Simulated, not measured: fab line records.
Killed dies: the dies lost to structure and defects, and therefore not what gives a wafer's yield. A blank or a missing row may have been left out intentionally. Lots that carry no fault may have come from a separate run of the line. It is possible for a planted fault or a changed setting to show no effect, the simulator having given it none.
fab line records | flow nand_harc
[record] lots = 6 wafers = 18 last_day = 34
route steps=1302 shown P_ZERO_WELL@57 P_STI@69 END@1302
lots that met no fault: from a run of the same line without faults
start_h: hours from the record's first day to the start of the lot's first wafer shown | wait_h: hours elapsed since this lot's preceding step | " identical to the entry in the row above | L1.1+2: a row that stands for several wafers | - value missing, or start not given | * or withheld: withheld | < > ~ a bound
route shown NAME@n: NAME is a module with steps in the file, n the number in the route of the first one | usual: mean/standard deviation taken from wafers without a fault | same: alike in all rows | chamber/n: place in a boat | sites: the reading at each site | _std_site: their standard deviation | _edge_site: outer sites' mean less inner sites' | radius_mm: for every site, how far away it sits from the centre of the wafer | mask NAME#n: copy n | behind: tool/chamber where the wafer was last shaped | hold: the reason the lot was held/the length of the hold in hours/how it ended | device: the transistor (n, p or np) that didn't switch | end of line: the tests these same wafers got at the end of their route | a step with no rows: only its recipe | killed: at the first sort, the dies lost to defects and structure; wafer yield is something else | map: a wafer's dies, marking killed ones x, the rest . and places with no die _
set.NAME: the setting as run; set.NAME@STEP: as run at that earlier step | model.NAME: the simulator's own value behind a step, which no gauge read
lots at selected steps of the route; one table per step, one row per wafer
services: from which hour (start_h, from the record's first day; less than 0 if before it) a tool's chamber was out of use, for how many hours, and why
[[steps]]
[step NHARC_P_ZERO_WELL_PEB_50]
[recipe] peb_temp_c = 118 peb_time_s = 85
[step NHARC_P_ZERO_WELL_DEVELOP_51]
[recipe] time_s = 70
[step NHARC_P_ZERO_WELL_CD_MEAS_52]
[recipe] target_cd_nm = 2000 landing_energy_ev = 500
[usual] cd_nm = 1999.8/1.3
// columns lot.wafer tool chamber start_h wait_h cd_nm
L415.3 cd_sem-02 0 35.85 - 2001.0
L415.5 " 0 " " 2002.5
L415.6 " 0 " " 1999.8
L425.1 cd_sem-02 0 135.63 - 1999.6
L425.4 " 0 " " 2000.4
L425.5 " 0 " " 2001.7
L426.2 cd_sem-03 0 145.76 - 2000.6
L426.3 " 0 " " 2000.9
L426.4 " 0 " " 2002.8
L431.1 cd_sem-01 0 195.68 - 1999.2
L431.2 " 0 " " 1997.4
L431.4 " 0 " " 1999.3
L436.2 cd_sem-01 0 245.94 - 2000.3
L436.4 " 0 " " 1999.5
L436.6 " 0 " " 1999.9
L437.1 cd_sem-02 0 255.92 - 1998.5
L437.4 " 0 " " 1998.9
L437.5 " 0 " " 1998.4
[step NHARC_P_ZERO_WELL_HARDBAKE_53]
[recipe] temp_c = 125 time_s = 80
[step NHARC_P_ZERO_WELL_DESCUM_54]
[recipe] time_s = 3 o2_flow_sccm = 200 ar_flow_sccm = 0 bias_power_w = 0 chemistry = O2
[usual] drypump_motor_current_A = 5.8/0.43 oes_product_au = 0.999/0.0078 rf_vpp_V = 57.5/0.79 showerhead_plenum_p_Torr = 1.87/0.065 throttle_valve_pct = 11.310/0.0088
// columns lot.wafer tool chamber start_h wait_h drypump_motor_current_A oes_product_au rf_hours_counter_h rf_vpp_V showerhead_plenum_p_Torr throttle_valve_pct
L415.3 rie_diel-03 2 36.02 - 6.1 0.983 25 58.7 1.86 11.307
L415.6 " 1 " " 5.4 0.994 - 58.7 1.95 11.312
L415.5 " 2 " " 6.1 0.980 - 57.8 1.86 11.319
L425.1 rie_diel-05 1 135.79 - 5.0 1.011 25 56.4 1.79 11.305
L425.4 " 0 " " 5.4 1.001 25 56.7 1.80 11.319
L425.5 " 1 " " 4.9 1.011 - 56.7 1.79 11.306
L426.4 rie_diel-05 3 145.92 - 6.4 1.005 33 57.9 1.81 11.319
L426.3 " 1 " " 5.0 1.000 29 57.0 1.78 11.301
L426.2 " 2 " " 6.4 0.999 29 56.0 1.80 11.316
L431.4 rie_diel-05 3 195.85 - 6.4 0.999 49 57.0 1.81 11.317
L431.2 " 0 " " 5.4 1.015 52 57.1 1.79 11.303
L431.1 " 1 " " 5.0 1.014 50 57.0 1.78 11.302
L436.4 rie_diel-05 2 246.11 - 6.4 0.988 3 57.6 1.79 11.303
L436.2 " 3 " " 6.4 1.013 3 56.7 1.80 11.299
L436.6 " 2 " " 6.4 0.997 - 59.2 1.79 11.307
L437.1 rie_diel-03 0 256.10 - 5.8 0.997 31 56.3 1.87 11.326
L437.4 " 1 " " 5.4 1.000 52 58.8 1.93 11.321
L437.5 " 2 " " 6.0 0.996 - 57.6 1.83 11.309
[step NHARC_P_ZERO_WELL_IMPLANT_55]
[recipe] energy_kev = 180 dose_cm2 = 8e+11 tilt_deg = 7
[step NHARC_P_ZERO_WELL_IMPLANT_61]
[recipe] energy_kev = 30 dose_cm2 = 5e+11 tilt_deg = 7
[step NHARC_P_ZERO_WELL_STRIP_56]
[recipe] time_s = 840 temp_c = 130 chemistry = SPM
[step NHARC_P_ZERO_WELL_PRECLEAN_68]
[recipe] time_s = 60 temp_c = 50 bath_age_min = 0 chemistry = SC1
[step NHARC_P_ZERO_WELL_SRD_69]
[step NHARC_P_ZERO_WELL_RTA_42]
[recipe] temp_c = 1100 time_s = 300
[usual] lamp_power_pct = 37.24/0.11 lamp_zone_5_pct = 37.24/0.098 wafer_temp_C_max = 1106.7/1.2
// columns lot.wafer tool chamber start_h wait_h lamp_power_pct lamp_zone_5_pct wafer_temp_C_max
L415.3 rtp_anneal-02 0 37.20 - 37.20 37.21 1106.5
L415.5 " 0 " " 37.13 37.17 1105.9
L415.6 " 0 " " 37.19 37.15 1106.7
L425.1 rtp_anneal-01 0 136.77 - 37.38 37.31 1107.6
L425.4 " 0 " " 37.37 37.30 1108.0
L425.5 " 0 " " 37.38 37.35 1108.6
L426.2 rtp_anneal-01 0 147.01 - 37.41 37.36 1110.2
L426.3 " 0 " " 37.38 37.42 1107.4
L426.4 " 0 " " 37.36 37.39 1107.3
L431.1 rtp_anneal-02 0 196.82 - 37.11 37.13 1106.5
L431.2 " 0 " " 37.21 37.15 1105.4
L431.4 " 0 " " 37.20 37.24 1105.3
L436.2 rtp_anneal-01 0 247.19 - 37.30 37.32 1107.5
L436.4 " 0 " " 37.36 37.33 1107.3
L436.6 " 0 " " 37.38 37.32 1106.3
L437.1 rtp_anneal-01 0 257.05 - 37.35 37.39 1107.2
L437.4 " 0 " " 37.35 37.37 1105.4
L437.5 " 0 " " 37.29 37.39 1106.9
[step NHARC_P_ZERO_WELL_INSPECT_43]
[usual] raw_defect_count = 15/7.2
// columns lot.wafer tool chamber start_h wait_h raw_defect_count
L415.3 defect_inspect-02 - 37.67 0.4 18
L415.5 " - " " 9
L415.6 " - " " 11
L425.1 defect_inspect-01 - 138.13 1.1 7
L425.4 " - " " 16
L425.5 " - " " 15
L426.2 defect_inspect-01 - 147.58 0.5 16
L426.3 " - " " 11
L426.4 " - " " 8
L431.1 defect_inspect-02 - 197.50 0.6 33
L431.2 " - " " 14
L431.4 " - " " 24
L436.2 defect_inspect-01 - 247.76 0.5 18
L436.4 " - " " 11
L436.6 " - " " 10
L437.1 defect_inspect-02 - 257.73 0.6 15
L437.4 " - " " 12
L437.5 " - " " 21
[step NHARC_P_STI_ETCH_26]
[recipe] target_depth_a = 110 chemistry = dHF material = SiO2
// columns lot.wafer tool chamber start_h wait_h
L415.3+6+5 wet_bench-05 5,6,0 37.74 0.1
L425.5+4+1 wet_bench-09 6,0,1 138.18 0.0
L426.2+4+3 wet_bench-09 3,4,7 147.64 0.1
L431.1+4+2 wet_bench-05 6,7,2 197.57 0.1
L436.4+2+6 wet_bench-05 1,4,5 247.82 0.1
L437.5+1+4 wet_bench-05 2,3,5 257.80 0.1
[step NHARC_P_STI_PRECLEAN_27]
[recipe] time_s = * temp_c = 50 bath_age_min = 0 chemistry = SC1
[step NHARC_P_STI_SRD_28]
[step NHARC_P_STI_OXIDE_29]
[recipe] target_thk_a = 100 temp_c = 900 ox_time_s = 1362 material = SiO2
[step NHARC_P_STI_HM_DEP_30]
[recipe] target_thk_a = 800 temp_c = 790 pressure_mtorr = 300 time_s = 873 material = Si3N4
[step NHARC_P_STI_DEHYDRATE_01]
[recipe] temp_c = 150 time_s = 120
[step NHARC_P_STI_HMDS_02]
[recipe] time_s = 30
[step NHARC_P_STI_COAT_41]
[recipe] temp_c = 200 time_s = 65
[step NHARC_P_STI_COAT_03]
[recipe] spin_rpm = 2000 resist_thk_nm = 600
[step NHARC_P_STI_SOFTBAKE_04]
[recipe] temp_c = 125 time_s = 70
[step NHARC_P_STI_EBR_05]
[step NHARC_P_STI_EXPOSE_06]
[recipe] na = 0.55 target_cd_nm = 200 dose_mj = 37.69 mask_id = P_STI
[step NHARC_P_STI_PEB_07]
[recipe] peb_temp_c = 128 peb_time_s = 80
[step NHARC_P_STI_DEVELOP_08]
[recipe] time_s = 50 dev_temp_c = 22
[step NHARC_P_STI_CD_MEAS_09]
[recipe] target_cd_nm = 200 landing_energy_ev = 500
[usual] cd_nm = 200.2/2
// columns lot.wafer tool chamber start_h wait_h cd_nm
L415.3 cd_sem-02 0 57.65 - 199.9
L415.5 " 0 " " 197.9
L415.6 " 0 " " 198.0
L425.1 cd_sem-02 0 152.55 - 199.4
L425.4 " 0 " " 200.1
L425.5 " 0 " " 199.3
L426.2 cd_sem-01 0 164.26 - 196.8
L426.3 " 0 " " 200.8
L426.4 " 0 " " 201.3
L431.1 cd_sem-03 0 215.20 - 202.1
L431.2 " 0 " " 200.9
L431.4 " 0 " " 202.0
L436.2 cd_sem-03 0 263.78 - 200.0
L436.4 " 0 " " 200.3
L436.6 " 0 " " 197.6
L437.1 cd_sem-03 0 273.88 - 201.5
L437.4 " 0 " " 201.9
L437.5 " 0 " " 202.7
[step NHARC_P_STI_OVL_MEAS_10]
[usual] overlay_x_nm = -1/5.1 overlay_y_nm = 0/7.6
// columns lot.wafer tool chamber start_h wait_h overlay_x_nm overlay_y_nm
L415.3 overlay-01 - 57.73 - 0 -1
L415.5 " - " " 1 -2
L415.6 " - " " 1 -2
L425.1 overlay-01 - 152.64 - -1 7
L425.4 " - " " -1 7
L425.5 " - " " -1 6
L426.2 overlay-02 - 164.35 - -2 -9
L426.3 " - " " -2 -9
L426.4 " - " " -1 -10
L431.1 overlay-02 - 215.28 - -7 -5
L431.2 " - " " -7 -5
L431.4 " - " " -6 -5
L436.2 overlay-01 - 263.87 - -9 10
L436.4 " - " " -9 10
L436.6 " - " " -9 11
L437.1 overlay-02 - 273.97 - 7 -3
L437.4 " - " " 7 -2
L437.5 " - " " 7 -3
[step NHARC_P_STI_INSPECT_11]
[usual] raw_defect_count = 4.9/2.9
// columns lot.wafer tool chamber start_h wait_h raw_defect_count
L415.3 defect_inspect-02 - 57.77 0.0 7
L415.5 " - " " 15
L415.6 " - " " 14
L425.1 defect_inspect-01 - 152.68 0.0 5
L425.4 " - " " 1
L425.5 " - " " 5
L426.2 defect_inspect-01 - 164.39 0.0 4
L426.3 " - " " 4
L426.4 " - " " 10
L431.1 defect_inspect-02 - 215.32 0.0 3
L431.2 " - " " 3
L431.4 " - " " 11
L436.2 defect_inspect-01 - 263.91 0.0 798
L436.4 " - " " 775
L436.6 " - " " 760
L437.1 defect_inspect-01 - 274.01 0.0 785
L437.4 " - " " 793
L437.5 " - " " 821
[step NHARC_P_STI_HARDBAKE_13]
[recipe] temp_c = 118 time_s = 65
[step NHARC_END_SORT_01]
[recipe] temp_c = 25
[usual] killed_at_array = 50/18 killed_at_other = 0.8/1.1 killed_at_periphery = 4.1/2.9 killed_dies = 55/18 killed_open = 3.5/1.9 killed_short = 2.4/1.5
[same] gross_dies = 677
// columns lot.wafer tool chamber start_h wait_h killed_at_array killed_at_other killed_at_periphery killed_dies killed_open killed_short
L426.3 prober-01 0 671.72 3.1 39 4 0 43 2 6
L436.2 prober-02 0 790.54 2.8 37 1 27 65 5 1
L436.4 prober-02 0 792.13 3.4 22 0 83 105 5 0
L436.6 prober-02 0 793.71 4.0 24 0 96 120 1 2
L437.1 prober-02 0 801.56 2.5 49 3 99 151 3 3
L437.4 prober-02 0 803.93 3.4 28 1 98 127 2 1
L437.5 prober-02 0 804.72 3.7 41 2 103 146 2 2
// killed by level:class
L426.3 A_CHANNEL_HOLE_D2:chamber_film_flake=19 A_CHANNEL_HOLE_D1:chamber_film_flake=5 A_STAIRCASE:chamber_film_flake=2 HYBRID_BOND:chamber_film_flake=2 A_ONON_D1:geometric_particle:short=1 A_CHANNEL_FILL_D1:geometric_particle:short=1 A_CHANNEL_FILL_D1:geometric_particle:open=1 A_DECK1_JOINT:geometric_particle:short=1
L436.2 P_STI:unspecified=24 A_SLIT:chamber_film_flake=11 A_CONTACT:chamber_film_flake=11 A_STAIRCASE:chamber_film_flake=8 P_CONTACT:geometric_particle:open=1 P_M0:geometric_particle:short=1 A_ONON_D1:geometric_particle:open=1 A_CHANNEL_HOLE_D2:geometric_particle:open=1
L436.4 P_STI:unspecified=80 A_CONTACT:chamber_film_flake=6 A_STAIRCASE:chamber_film_flake=4 A_SLIT:chamber_film_flake=3 A_DECK1_JOINT:geometric_particle:open=2 A_CHANNEL_HOLE_D1:chamber_film_flake=2 P_CONTACT:geometric_particle:open=1 A_CHANNEL_HOLE_D2:geometric_particle:open=1
L436.6 P_STI:unspecified=93 A_CONTACT:chamber_film_flake=6 A_SLIT:chamber_film_flake=6 A_STAIRCASE:chamber_film_flake=3 A_BONDPAD:chamber_film_flake=3 P_STI:chamber_film_flake=2 A_M0:chamber_film_flake=2 P_M2:geometric_particle:short=1
L437.1 P_STI:unspecified=97 A_CHANNEL_HOLE_D1:chamber_film_flake=25 A_SLIT:chamber_film_flake=7 A_WL_FILL:chamber_film_flake=3 A_CONTACT:chamber_film_flake=3 THIN_TSV:chamber_film_flake=3 A_WL_FILL:geometric_particle:open=2 A_CHANNEL_FILL_D1:chamber_film_flake=2
L437.4 P_STI:unspecified=95 A_CHANNEL_HOLE_D1:chamber_film_flake=16 A_SLIT:chamber_film_flake=6 A_CONTACT:chamber_film_flake=3 A_WL_FILL:chamber_film_flake=2 P_GATE:geometric_particle:open=1 P_GATE:geometric_particle:short=1 P_M2:geometric_particle:open=1
L437.5 P_STI:unspecified=100 A_CHANNEL_HOLE_D1:chamber_film_flake=14 A_CONTACT:chamber_film_flake=8 A_SLIT:chamber_film_flake=7 A_STAIRCASE:chamber_film_flake=6 A_WL_FILL:chamber_film_flake=3 P_STI:geometric_particle:short=1 P_GATE:geometric_particle:open=1
// map L436.6 (x killed, . not)
____________.____________
_________......._________
_______.....x....._______
______..x..........______
_____....x.........._____
____........x........____
____.............x...____
___.........x.x.......___
___......xx.xx.xx.....___
__.......x.xxxxxx......__
__........xxxxxxx......__
_........xxxxxxxxxx....._
_........xxxxxxxxxx..x.._
_.........xxxxxxxx......_
_........xxxxxxxxxx....._
_........xxxxxxxxx......_
.....xx...xxxxxxx........
...........xxxxxx.x....xx
..x........xxxxx.x.....x.
...x.......xxx.x.....x..x
...x.................x...
_.x....................._
_.x.......x............._
_x......................_
_.........x............._
_..........x............_
__.....................__
__..x................x.__
___...................___
___........x..........___
____.................____
____.......x.........____
_____..............._____
______.............______
_______..........._______
_________......._________
____________.____________
// map L437.1 (x killed, . not)
____________.____________
_________.x....._________
_______..........._______
______.............______
_____..............._____
____.................____
____.................____
___..........x........___
___...................___
__.....................__
__...............x....x__
_............x.........x_
_.x...................x._
_x.x..x.....xx......x..._
_xxxx...x.xxx..x........_
_xxxx...xxxxxxxx.....x.x_
.xxxx...xxxxxxxx.........
..xxx..xxxxxxxxx.....x.xx
.xx.....xxxxxxxx....x....
.xxx....xxxxxxx.x.......x
x......xxxxxxxxx...x...xx
_......xxxxxxxxxx......._
_.x......xxxxxxx..x..x.._
_.....x..xxxxxxx.x......_
_.......xxxxxxx........._
_........x.xxxx........._
__.......x.............__
__.........x..x........__
___.............x.....___
___...x.....x...x.....___
____.................____
____.....x...........____
_____.xx............_____
______.............______
_______..........._______
_________......._________
____________.____________
[[services]]
// columns tool chamber start_h hours kind
rie_diel-05 0 35.69 - clean
rie_diel-05 1 35.69 - clean
rie_diel-05 2 35.69 - clean
rie_diel-05 3 35.69 - clean
rie_diel-05 2 41.25 6.3 repair
rie_diel-05 - 52.68 9.0 pm
rie_diel-05 0 52.68 9.0 vent_cycle
rie_diel-05 1 52.68 9.0 vent_cycle
rie_diel-05 2 52.68 9.0 vent_cycle
rie_diel-05 3 52.68 9.0 vent_cycle
rie_diel-05 0 61.68 - clean
rie_diel-05 1 61.68 - clean
rie_diel-05 2 61.68 - clean
rie_diel-05 0 73.52 2.9 repair
wet_bench-05 - 84.80 8.0 pm
rie_diel-03 - 104.39 9.0 pm
rie_diel-05 - 148.04 0.4 repair
rie_diel-05 1 170.07 4.3 repair
wet_bench-09 - 178.14 8.0 pm
rie_diel-03 0 183.20 36.3 repair
rie_diel-05 0 208.16 2.1 repair
rie_diel-03 0 228.23 12.8 repair
rie_diel-05 - 229.68 9.0 pm
rie_diel-03 3 239.69 9.6 repair
[[key]]
[first_sign] step = NHARC_P_STI_INSPECT_11 reading = raw_defect_count direction = up sigmas = 99+ usual = 4.9 struck = 788.7
[effect] step = NHARC_END_SORT_01 reading = killed_at_periphery direction = up sigmas = 27 usual = 4.1 struck = 84.3
[more_kills_born_at] NHARC_P_STI_ETCH_26@wet_bench-05 = 489
met_at NHARC_P_STI_ETCH_26
struck_wafers L436.2,L436.4,L436.6,L437.1,L437.4,L437.5
tester_left_out L436,L437
onset_between 197.57 247.82
also_fits time
[fault] kind = chamber_particle_source tool = wet_bench-05 chamber = - onset_h = 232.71 steps = NHARC_P_STI_ETCH_26 rate_per_visit_cm2 = 1.2437 end_h = 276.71
// tester_left_out: of these lots the tester's yield and bins aren't shown, on N5 and GAA mostly nor the transistor test; their killed dies are dies lost to structure and defects alone, not to doping, threshold or leakage, so they don't give the yield
